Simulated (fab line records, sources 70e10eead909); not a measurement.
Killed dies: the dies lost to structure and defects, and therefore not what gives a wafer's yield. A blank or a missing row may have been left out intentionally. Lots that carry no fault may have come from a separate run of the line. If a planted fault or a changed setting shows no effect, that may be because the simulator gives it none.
Matching of chambers / flow nandHarc / pecvd-04 running NHARC_A_STAIRCASE_DEP_471: 3 sister chambers
The step deposits SiO2, target thk 100 nm. 18 wafers are shown with their chamber, then 9 later ones without.

## WAFERS PAIRED WITH THEIR CHAMBERS
wafer=L074.1; chamber=0; heaterPowerOuterW (W)=175; throttleValvePct (%)=16.1; heaterPowerW (W)=434
wafer=L074.2; chamber=2; heaterPowerOuterW (W)=301; throttleValvePct (%)=17.4; heaterPowerW (W)=508
wafer=L074.4; chamber=0; heaterPowerOuterW (W)=185; throttleValvePct (%)=16.1; heaterPowerW (W)=443
wafer=L075.1; chamber=2; heaterPowerOuterW (W)=296; throttleValvePct (%)=16.8; heaterPowerW (W)=520
wafer=L075.4; chamber=2; heaterPowerOuterW (W)=299; throttleValvePct (%)=17.1; heaterPowerW (W)=536
wafer=L075.6; chamber=1; heaterPowerOuterW (W)=243; throttleValvePct (%)=16.4; heaterPowerW (W)=485
wafer=L081.1; chamber=0; heaterPowerOuterW (W)=179; throttleValvePct (%)=16.2; heaterPowerW (W)=418
wafer=L081.4; chamber=0; heaterPowerOuterW (W)=179; throttleValvePct (%)=16.0; heaterPowerW (W)=437
wafer=L081.5; chamber=1; heaterPowerOuterW (W)=223; throttleValvePct (%)=15.9; heaterPowerW (W)=446
wafer=L082.1; chamber=1; heaterPowerOuterW (W)=266; throttleValvePct (%)=16.2; heaterPowerW (W)=514
wafer=L082.5; chamber=2; heaterPowerOuterW (W)=280; throttleValvePct (%)=16.9; heaterPowerW (W)=494
wafer=L082.6; chamber=1; heaterPowerOuterW (W)=275; throttleValvePct (%)=16.2; heaterPowerW (W)=527
wafer=L085.2; chamber=2; heaterPowerOuterW (W)=296; throttleValvePct (%)=17.3; heaterPowerW (W)=526
wafer=L085.4; chamber=1; heaterPowerOuterW (W)=293; throttleValvePct (%)=16.3; heaterPowerW (W)=552
wafer=L085.6; chamber=0; heaterPowerOuterW (W)=256; throttleValvePct (%)=16.5; heaterPowerW (W)=517
wafer=L090.1; chamber=2; heaterPowerOuterW (W)=285; throttleValvePct (%)=16.9; heaterPowerW (W)=502
wafer=L090.2; chamber=0; heaterPowerOuterW (W)=137; throttleValvePct (%)=15.3; heaterPowerW (W)=375
wafer=L090.5; chamber=0; heaterPowerOuterW (W)=142; throttleValvePct (%)=15.7; heaterPowerW (W)=382

SIGNATURES, as means of the wafers listed above
reading=heaterPowerOuterW; chamber 0=179.00; chamber 1=260.00; chamber 2=292.83; scatter within a chamber=28.8
reading=throttleValvePct; chamber 0=15.986; chamber 1=16.200; chamber 2=17.067; scatter within a chamber=0.297
reading=heaterPowerW; chamber 0=429.43; chamber 1=504.80; chamber 2=514.33; scatter within a chamber=37.6
Rule: distance of a wafer from a chamber = root of the sum over the readings of ((wafer's reading minus chamber's mean) / reading's scatter) squared. If the next closest chamber is less than 2 further off than the closest, the wafer can't be placed; otherwise it belongs to the closest. The scatter is the square root of a quotient: the sum, over the shown wafers, of each reading's squared deviation from its chamber's mean, divided by wafers minus chambers.

## WAFERS WITH NO CHAMBER GIVEN
wafer=L089.1; heaterPowerOuterW (W)=308; throttleValvePct (%)=17.0; heaterPowerW (W)=552
wafer=L089.4; heaterPowerOuterW (W)=173; throttleValvePct (%)=15.7; heaterPowerW (W)=419
wafer=L089.5; heaterPowerOuterW (W)=311; throttleValvePct (%)=16.9; heaterPowerW (W)=557
wafer=L093.3; heaterPowerOuterW (W)=187; throttleValvePct (%)=15.8; heaterPowerW (W)=433
wafer=L093.5; heaterPowerOuterW (W)=191; throttleValvePct (%)=15.8; heaterPowerW (W)=437
wafer=L093.6; heaterPowerOuterW (W)=298; throttleValvePct (%)=15.6; heaterPowerW (W)=591
wafer=L094.2; heaterPowerOuterW (W)=290; throttleValvePct (%)=16.9; heaterPowerW (W)=528
wafer=L094.3; heaterPowerOuterW (W)=260; throttleValvePct (%)=15.7; heaterPowerW (W)=506
wafer=L094.4; heaterPowerOuterW (W)=299; throttleValvePct (%)=17.0; heaterPowerW (W)=532

## THE CHAMBER EACH PASSED THROUGH
wafer=L089.1; from the rows above=2; in truth=2
wafer=L089.4; from the rows above=0; in truth=0
wafer=L089.5; from the rows above=can't be placed: 2 or 1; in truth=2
wafer=L093.3; from the rows above=0; in truth=0
wafer=L093.5; from the rows above=0; in truth=0
wafer=L093.6; from the rows above=1; in truth=1
wafer=L094.2; from the rows above=can't be placed: 2 or 1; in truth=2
wafer=L094.3; from the rows above=can't be placed: 1 or 0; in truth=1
wafer=L094.4; from the rows above=2; in truth=2
Correctly placed: 6 of 9. Cannot be placed on the basis of these rows: 3; the candidates contain the true chamber in 3. Placed wrongly: 0.
